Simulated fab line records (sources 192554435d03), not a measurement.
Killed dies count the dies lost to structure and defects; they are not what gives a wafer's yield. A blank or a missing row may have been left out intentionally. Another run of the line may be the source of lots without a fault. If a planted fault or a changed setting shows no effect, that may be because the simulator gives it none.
Matching of chambers + flow n5 finfet + 3 sister chambers for N5_BEOL_M1_PRE_CLEAN_60 on cvd co-01
The step time 15 s. 6 wafers are shown with their chamber, then 6 later ones without.

## WAFERS, EACH WITH ITS CHAMBER
| wafer  | chamber | heater power w (W) |
|--------|---------|--------------------|
| L109.2 | 2       | 100                |
| L109.3 | 0       | 103                |
| L109.5 | 0       | 105                |
| L113.1 | 2       | 100                |
| L113.2 | 1       | 68                 |
| L113.6 | 1       | 70                 |

## WAFERS WHOSE CHAMBER IS MISSING
| wafer  | heater power w (W) |
|--------|--------------------|
| L116.1 | 100                |
| L116.2 | 106                |
| L116.4 | 100                |
| L115.2 | 103                |
| L115.3 | 70                 |
| L115.6 | 100                |

## EACH ONE'S CHAMBER
| wafer  | from the rows above     | in truth |
|--------|-------------------------|----------|
| L116.1 | 2                       | 2        |
| L116.2 | 0                       | 0        |
| L116.4 | 2                       | 2        |
| L115.2 | can't be placed: 0 or 2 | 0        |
| L115.3 | 1                       | 1        |
| L115.6 | 2                       | 2        |
Correctly placed: 5 of 6. Not placeable from these rows: 1 (in 1, the candidates include the true chamber). 0 placed wrongly.
How it was worked out, from the rows above alone: a wafer's distance from a chamber is the root of the sum, over the readings, of the square of ((its reading less the chamber's mean) divided by the reading's scatter). If the next closest chamber is less than 2 further off than the closest, the wafer can't be placed; otherwise it belongs to the closest. For every chamber, the mean is computed from those of its wafers that are shown. How the scatter is found: for the shown wafers, subtract from each reading the mean of its chamber, square and add these, divide the total by (wafers less chambers), then take the root.
